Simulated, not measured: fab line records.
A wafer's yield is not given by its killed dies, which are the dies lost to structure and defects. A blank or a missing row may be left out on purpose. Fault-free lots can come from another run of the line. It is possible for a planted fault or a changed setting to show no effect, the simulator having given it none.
Chamber matching -- flow n5_finfet -- 3 sister chambers for N5_FIN_SAQP_HM_DEP_72 on pecvd-01
The step deposits SiO2 from SiH4/N2O, target thk 12 nm, time 7.2 s. 16 wafers are shown with their chamber, then 8 later ones without.

WAFERS PAIRED WITH THEIR CHAMBERS
wafer,chamber,showerhead_plenum_p_Torr (Torr),heater_power_w (W)
L077.1,0,8.25,785
L077.2,1,8.16,894
L077.6,2,8.16,813
L080.1,1,8.13,931
L080.2,0,8.26,693
L080.3,2,8.18,809
L081.1,0,8.22,785
L081.3,1,8.13,885
L081.6,2,8.16,719
L082.4,1,8.13,952
L082.5,0,8.26,664
L082.6,2,8.15,815
L083.3,1,8.15,929
L083.4,0,8.26,765
L083.6,1,8.14,960
L090.2,1,8.13,947

SIGNATURES, as means of the wafers listed above
reading,chamber 0,chamber 1,chamber 2,scatter within a chamber
showerhead_plenum_p_Torr,8.2500,8.1386,8.1625,0.014
heater_power_w,738.40,928.29,789.00,43.1
Rule: for each reading, subtract the chamber's mean from the wafer's reading, divide by that reading's scatter and square the result; add these up over the readings and take the root, which gives the wafer's distance from the chamber. The wafer belongs to the nearest chamber; if the next one is less than 2 further off, it can't be placed. How the scatter is found: for the shown wafers, subtract from each reading the mean of its chamber, square and add these, divide the total by (wafers less chambers), then take the root.

WAFERS WITH NO CHAMBER GIVEN
wafer,showerhead_plenum_p_Torr (Torr),heater_power_w (W)
L090.4,8.17,776
L090.6,8.16,767
L092.1,8.17,770
L092.2,8.13,908
L092.5,8.13,920
L094.3,8.16,810
L094.4,8.15,948
L094.5,8.17,791

WHICH CHAMBER EACH WENT THROUGH
wafer,from the rows above,in truth
L090.4,2,2
L090.6,2,2
L092.1,2,2
L092.2,1,1
L092.5,1,1
L094.3,2,2
L094.4,1,1
L094.5,2,2
Correct placement for 8 of the 8. Can't be placed from these rows: 0. Wrongly placed: 0.
